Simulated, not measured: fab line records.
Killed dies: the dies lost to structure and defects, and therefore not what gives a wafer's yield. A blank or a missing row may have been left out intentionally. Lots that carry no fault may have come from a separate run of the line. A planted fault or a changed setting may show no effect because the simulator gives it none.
Comparing a struck lot with a sound one -- flow n5_finfet -- 16 out of 1938 route steps
Sound: the wafers L464.2, L464.3, L464.6. Struck: wafer L461.1 (left out: L461.5, a lot-mate that was not struck); the cause follows at the end.
Per side, at each step with rows, come the tool, then ch with its chambers, and then its first start. Under that, the readings that differ: sound wafers -- struck wafers -- difference of the means -- sigmas: that difference in standard deviations of wafers without a fault.
alike: words and numbers the same on both sides, and readings whose means are apart by under 2 such deviations; not compared: readings that were withheld, readings missing a value for some wafer, numbers with overlapping values and no deviation given by the record, and bounds like >300 which may hide the same value.
The two part at a step that has a row with sigmas, a row that says differs or no value, or rows on one side only. Numbers that have no deviation but don't overlap get no sigmas and don't part them. A reading missing from all wafers of one side parts the sides only when that side holds two or more wafers.

N5_BEOL_M2_SPUTTER_92: material Cu, target thk 4.5 nm, time 8.29 s.
  sound on pvd_sputter-02 at day 11 22:09; struck on pvd_sputter-01 at day 11 02:10
reading,sound,struck,difference,sigmas
throttle_valve_pct (%),30.0 27.9 28.3,31.5,+2.8,+3
  alike: chamber_pressure_pa, susceptor_temp_C
then, 2 steps without rows for these wafers: N5_BEOL_M2_ANNEAL_93 (time 240 s); N5_BEOL_M2_SPUTTER_94 (material Cu, target thk 4.5 nm, time 8.29 s).
N5_BEOL_M2_ANNEAL_95: time 240 s.
  sound on pvd_sputter-02 at day 11 22:27; struck on pvd_sputter-01 at day 11 02:28
  alike: heater_power_w, susceptor_temp_C, susceptor_temp_C_max
then, 2 steps without rows for these wafers: N5_BEOL_M2_SPUTTER_96 (material Cu, target thk 4.5 nm, time 8.29 s); N5_BEOL_M2_ECD_50 (material Cu, target thk 300 nm).
N5_BEOL_M2_ANNEAL_51: time 90 s.
  sound on rtp_anneal-02 ch 0, day 11 22:53; struck on rtp_anneal-02 ch 0, day 11 03:07
  alike: wafer_temp_C_max
N5_BEOL_M2_CMP_52: polishes, stops on SiOC, t overpolish 6.8 s, target thk 40 nm.
  sound on cmp-02 ch 1,2, day 11 23:22; struck on cmp-04 ch 0, day 11 03:25
  alike: barrier_field_endpoint_s, motor_current_A, overpolish_run_s, time_to_endpoint_s
N5_BEOL_M2_THK_MEAS_53: measures by xrf.
  sound on film_metro-01 at day 11 23:40; struck on film_metro-01 at day 11 03:43
  alike: M2_THK
N5_BEOL_M2_PRE_CLEAN_60: time 15 s.
  sound on cvd_co-02 ch 0,2, day 11 23:41; struck on cvd_co-01 ch 2, day 11 03:45
  alike: heater_power_w, rf_fwd_power_W
  not compared: since_wet_clean_h, susceptor_temp_C
then, 2 steps without rows for these wafers: N5_BEOL_M2_CO_CAP_55 (material Co, precursor CCTBA/H2, target thk 2 nm, time 102.1 s); N5_BEOL_M2_PRE_CLEAN_56 (time 15 s).
N5_BEOL_M2_DEP_57: deposits SiCN from 3MS/NH3, target thk 8 nm, time 14 s.
  sound on pecvd-04 ch 1,2, day 11 23:52; struck on pecvd-02 ch 2, day 11 03:55
reading,sound,struck,difference,sigmas
model.SiCN_of_BEOL_M2_DEP_57.thk_nm (nm),8.2 8.2 8,7.2,-0.9,
  alike: showerhead_plenum_p_Torr, throttle_valve_pct
  not compared: rf_fwd_power_W, since_wet_clean_h
N5_BEOL_M2_RS_MEAS_58: uses a four-point probe to measure.
  sound on film_metro-02 at day 11 23:57; struck on film_metro-02 at day 11 03:59
  alike: M2_RS
N5_BEOL_M4_RC_MEAS_101:
  sound on prober-02 ch 0, day 13 12:53; struck on prober-02 ch 0, day 12 08:23
  alike: DIBL_N, DIBL_P, IOFF_N, IOFF_P, ION_N, ION_P, SS_N, SS_P, VT_N, VT_P
N5_PASSIVATION_PROBE_49:
  the record has rows for the sound wafers here (prober-02, day 17 12:14) and none for the struck ones

WHERE THEY PART
Last at N5_PASSIVATION_PROBE_49 as far as this record goes, first at N5_BEOL_M2_SPUTTER_92.

WHY: what the simulator had put in
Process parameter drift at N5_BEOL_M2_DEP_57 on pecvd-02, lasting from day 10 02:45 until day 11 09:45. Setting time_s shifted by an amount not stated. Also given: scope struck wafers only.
